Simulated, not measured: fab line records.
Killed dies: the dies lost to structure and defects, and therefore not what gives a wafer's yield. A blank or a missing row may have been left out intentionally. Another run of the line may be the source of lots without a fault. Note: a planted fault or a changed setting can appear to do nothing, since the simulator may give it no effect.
Split-lot trial    flow n5 finfet    on a route of 1938 steps: 7 lots, 39 wafers read

THE SPLIT
At N5_DUMMY_GATE_ETCH_42 (etches SiO2 in CHF3/O2, target depth 3.5 nm, time 31 s), the setting bias w was moved away from the recipe's 12 W on 18 of the 39 wafers read, by -17.8% to +17.8%. The other wafers ran this setting at the recipe's value.

The reading is taken at the split's own step.

THE READING
rf vpp V, in V, at N5_DUMMY_GATE_ETCH_42 (etches SiO2 in CHF3/O2, target depth 3.5 nm, time 31 s). A value of 42.4 V with a standard deviation of 0.84 V is what fault-free wafers of this fab line usually give.

wafer   tool, chamber at the split  bias w as run, W  against the recipe  rf vpp V, V  against lot-mates on the recipe
L076.1  rie diel-01, 0              12                recipe              42.2         -
L076.2  rie diel-01, 3              13.28             +10.7%              46.2         +3.4
L076.3  rie diel-01, 1              13.28             +10.7%              45.6         +2.8
L076.4  rie diel-01, 2              12                recipe              42.4         -
L076.5  rie diel-01, 2              12                recipe              43.8         -
L076.6  rie diel-01, 1              13.28             +10.7%              45.6         +2.8
L077.1  rie diel-06, 0              12                recipe              42.6         -
L077.4  rie diel-06, 1              12                recipe              41.2         -
L077.6  rie diel-06, 3              12                recipe              42.0         -
L079.1  rie diel-01, 1              9.862             -17.8%              37.8         -4.8
L079.2  rie diel-01, 0              12                recipe              42.4         -
L079.3  rie diel-01, 3              12                recipe              42.9         -
L079.4  rie diel-01, 2              9.862             -17.8%              36.7         -5.9
L079.5  rie diel-01, 2              9.862             -17.8%              36.9         -5.7
L079.6  rie diel-01, 3              12                recipe              42.4         -
L083.1  rie diel-06, 2              10.16             -15.3%              36.6         -6.0
L083.2  rie diel-06, 0              10.16             -15.3%              37.5         -5.1
L083.3  rie diel-06, 1              12                recipe              43.6         -
L083.4  rie diel-06, 3              12                recipe              42.8         -
L083.5  rie diel-06, 1              10.16             -15.3%              37.6         -5.0
L083.6  rie diel-06, 0              12                recipe              41.5         -
L086.1  rie diel-06, 3              12                recipe              42.5         -
L086.2  rie diel-06, 2              12                recipe              43.1         -
L086.3  rie diel-06, 1              11.3              -5.8%               41.4         -1.4
L086.4  rie diel-06, 2              11.3              -5.8%               42.1         -0.7
L086.5  rie diel-06, 1              12                recipe              42.9         -
L086.6  rie diel-06, 3              11.3              -5.8%               41.3         -1.5
L093.1  rie diel-01, 0              12                recipe              42.9         -
L093.2  rie diel-01, 1              12                recipe              40.8         -
L093.3  rie diel-01, 3              14.13             +17.8%              46.8         +4.8
L093.4  rie diel-01, 2              14.13             +17.8%              47.6         +5.6
L093.5  rie diel-01, 3              12                recipe              42.3         -
L093.6  rie diel-01, 2              14.13             +17.8%              47.7         +5.7
L096.1  rie diel-01, 3              12                recipe              41.4         -
L096.2  rie diel-01, 1              12                recipe              41.6         -
L096.3  rie diel-01, 0              12                recipe              43.5         -
L096.4  rie diel-01, 2              10.69             -10.9%              38.6         -3.6
L096.5  rie diel-01, 1              10.69             -10.9%              37.2         -5.0
L096.6  rie diel-01, 2              10.69             -10.9%              38.7         -3.5

THE FIT
A straight line over all 39 wafers: rf vpp V changes by +0.306 V for each +1% of bias w; r = +0.96; the points scatter about the line by 0.79 V.
The same after taking each lot's own level away (the mean of its wafers on the recipe; 39 wafers): +0.314 V for each +1%; r = +0.97; scatter 0.69 V.
The reading moves by 5.6 V for the largest change in bias w, on that fit.
Across the lots, their own levels run from 41.93 to 42.83 V, a range of 1.1 times the standard deviation given above.
So the lot-to-lot level changes the slope little: the two slopes agree.
Check: -5.77 V against its lot-mates is what the line predicts for one of the wafers moved furthest among these (-17.8%) when that wafer is left out of the fit. It came out at -4.77 V against them.
Tool readings at the split's step, against how far the setting was moved: rf vpp V r = +0.96.

THESE WAFERS: OTHER SPLITS
Other splits were also applied to these wafers ahead of the reading. Each is held against what the fit with the lots' levels taken away leaves over:
other split on the same wafers              wafers away from the commonest value  r with rf vpp V (lot level and that fit taken away)
N5_STI_FIN_REVEAL_RECESS_09 target depth a  12                                    +0.19
N5_DUMMY_GATE_ETCH_32 time s                18                                    +0.06

FILE'S OWN FIT
rf vpp V changes by +0.315 V for each +1% of bias w, r = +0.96.
